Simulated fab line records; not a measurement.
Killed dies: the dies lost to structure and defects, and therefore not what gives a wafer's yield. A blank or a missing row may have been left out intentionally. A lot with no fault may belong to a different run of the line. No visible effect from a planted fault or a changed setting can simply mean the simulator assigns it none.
Shared-tool check + flow nandHarc + Sampled: 11 lots, 33 wafers

WHY IT WAS OPENED
On 3 of the 11 lots, a flag is raised at NHARC_P_ZERO_WELL_INSPECT_43 on the reading rawDefectCount. No-fault wafers: 13, standard deviation 6.
Rule: a lot gets a flag if all its wafers with a number sit over 4 standard deviations from that mean, or if no wafer of it has a number. All remaining lots are regarded as sound.

| lot  | measured     | on               | rawDefectCount, wafer by wafer | flag    |
|------|--------------|------------------|--------------------------------|---------|
| L124 | day 3 09:34  | defectInspect-01 | 10 22 15                       |         |
| L126 | day 4 05:36  | defectInspect-01 | 7 14 14                        |         |
| L129 | day 5 11:34  | defectInspect-02 | 12 26 8                        |         |
| L130 | day 5 21:19  | defectInspect-02 | 9 24 15                        |         |
| L134 | day 7 13:37  | defectInspect-01 | 1082 1103 1056                 | FLAGGED |
| L135 | day 7 23:28  | defectInspect-01 | 1102 1150 1029                 | FLAGGED |
| L136 | day 8 09:32  | defectInspect-01 | 1104 1093 1087                 | FLAGGED |
| L140 | day 10 01:34 | defectInspect-02 | 15 21 19                       |         |
| L141 | day 10 12:07 | defectInspect-01 | 12 21 17                       |         |
| L142 | day 10 21:28 | defectInspect-02 | 9 7 10                         |         |
| L144 | day 11 17:41 | defectInspect-02 | 8 8 4                          |         |
On average the flagged lots read 1090, which is +1077 against the usual, or +99 or more standard deviations.

EACH LOT AND THE TOOL IT RAN ON
Before the reading, the record contains 3 process steps out of a 1302-step route. In each cell: the tool, then ch and the chambers that the sampled wafers went through, then the start.
| lot  | flag    | NHARC_P_ZERO_WELL_DESCUM_13       | NHARC_P_ZERO_WELL_ETCH_63       | NHARC_P_ZERO_WELL_EXPOSE_49      |
|------|---------|-----------------------------------|---------------------------------|----------------------------------|
| L124 |         | rieDiel-08 ch 1,3, day 3 03:23    | rieSi-02 ch 0,2,3, day 3 03:40  | krfScanner-01 ch 0, day 3 07:35  |
| L126 |         | rieDiel-02 ch 0,1,3, day 3 23:25  | rieSi-02 ch 0,2,3, day 3 23:40  | krfScanner-01 ch 0, day 4 03:37  |
| L129 |         | rieDiel-03 ch 1,2,3, day 5 05:25  | rieSi-05 ch 1,2, day 5 05:40    | krfScanner-01 ch 0, day 5 09:37  |
| L130 |         | rieDiel-02 ch 0,2,3, day 5 15:17  | rieSi-02 ch 1,2,3, day 5 15:33  | krfScanner-04 ch 0, day 5 19:21  |
| L134 | FLAGGED | rieDiel-02 ch 0,2, day 7 07:25    | rieSi-05 ch 2,3, day 7 07:42    | krfScanner-01, day 7 11:38       |
| L135 | FLAGGED | rieDiel-03 ch 0,1,2, day 7 17:25  | rieSi-02 ch 2,3, day 7 17:40    | krfScanner-01, day 7 21:28       |
| L136 | FLAGGED | rieDiel-08 ch 0,3, day 8 03:17    | rieSi-02 ch 2,3, day 8 03:32    | krfScanner-04, day 8 07:35       |
| L140 |         | rieDiel-08 ch 0,1,3, day 9 19:25  | rieSi-05 ch 1,2,3, day 9 19:39  | krfScanner-02 ch 0, day 9 23:34  |
| L141 |         | rieDiel-03 ch 2,3, day 10 05:26   | rieSi-04 ch 0,1,3, day 10 05:49 | krfScanner-01 ch 0, day 10 10:08 |
| L142 |         | rieDiel-03 ch 0,1,3, day 10 15:17 | rieSi-04 ch 1,2,3, day 10 15:37 | krfScanner-01 ch 0, day 10 19:30 |
| L144 |         | rieDiel-02 ch 0,1,3, day 11 11:25 | rieSi-04 ch 0,1,3, day 11 11:40 | krfScanner-04 ch 0, day 11 15:42 |
These steps, and what they do:
- NHARC_P_ZERO_WELL_DESCUM_13: chemistry O2, time 3 s.
- NHARC_P_ZERO_WELL_ETCH_63: etches the open film in HBr/Cl2, target depth 120 nm, time 40.1 s.
- NHARC_P_ZERO_WELL_EXPOSE_49: exposes mask P HVPW, target cd 2000 nm.
- NHARC_P_ZERO_WELL_INSPECT_43

FLAGGED AGAINST TOTAL, ONE TOOL AT A TIME (gauges that did the reading follow at the end)
| step                         | tool             | lots run | flagged | share of the flagged lots | sound lots run after its first flagged lot |
|------------------------------|------------------|----------|---------|---------------------------|--------------------------------------------|
| NHARC_P_ZERO_WELL_DESCUM_13  | rieDiel-02       | 4        | 1       | some                      | 1 (L144)                                   |
| NHARC_P_ZERO_WELL_DESCUM_13  | rieDiel-03       | 4        | 1       | some                      | 2 (L141,L142)                              |
| NHARC_P_ZERO_WELL_DESCUM_13  | rieDiel-08       | 3        | 1       | some                      | 1 (L140)                                   |
| NHARC_P_ZERO_WELL_ETCH_63    | rieSi-02         | 5        | 2       | some                      | 0                                          |
| NHARC_P_ZERO_WELL_ETCH_63    | rieSi-04         | 3        | 0       | none                      | -                                          |
| NHARC_P_ZERO_WELL_ETCH_63    | rieSi-05         | 3        | 1       | some                      | 1 (L140)                                   |
| NHARC_P_ZERO_WELL_EXPOSE_49  | krfScanner-01    | 7        | 2       | some                      | 2 (L141,L142)                              |
| NHARC_P_ZERO_WELL_EXPOSE_49  | krfScanner-02    | 1        | 0       | none                      | -                                          |
| NHARC_P_ZERO_WELL_EXPOSE_49  | krfScanner-04    | 3        | 1       | some                      | 1 (L144)                                   |
| NHARC_P_ZERO_WELL_INSPECT_43 | defectInspect-01 | 6        | 3       | all                       | 1 (L141)                                   |
| NHARC_P_ZERO_WELL_INSPECT_43 | defectInspect-02 | 5        | 0       | none                      | -                                          |

WHAT IS ALLOWED BY THE TABLE
Rows of the table that ran each flagged lot: 1, that is defectInspect-01 at NHARC_P_ZERO_WELL_INSPECT_43.
- defectInspect-01 at NHARC_P_ZERO_WELL_INSPECT_43 ran 6 lots, 3 of them flagged. After the first flagged lot (L141), sound lots still ran on it; a lasting fault on the whole tool would not permit that.
Every row of the table either missed a flagged lot or ran a sound lot after the first.

WHAT HAD BEEN PUT IN BY THE SIMULATOR
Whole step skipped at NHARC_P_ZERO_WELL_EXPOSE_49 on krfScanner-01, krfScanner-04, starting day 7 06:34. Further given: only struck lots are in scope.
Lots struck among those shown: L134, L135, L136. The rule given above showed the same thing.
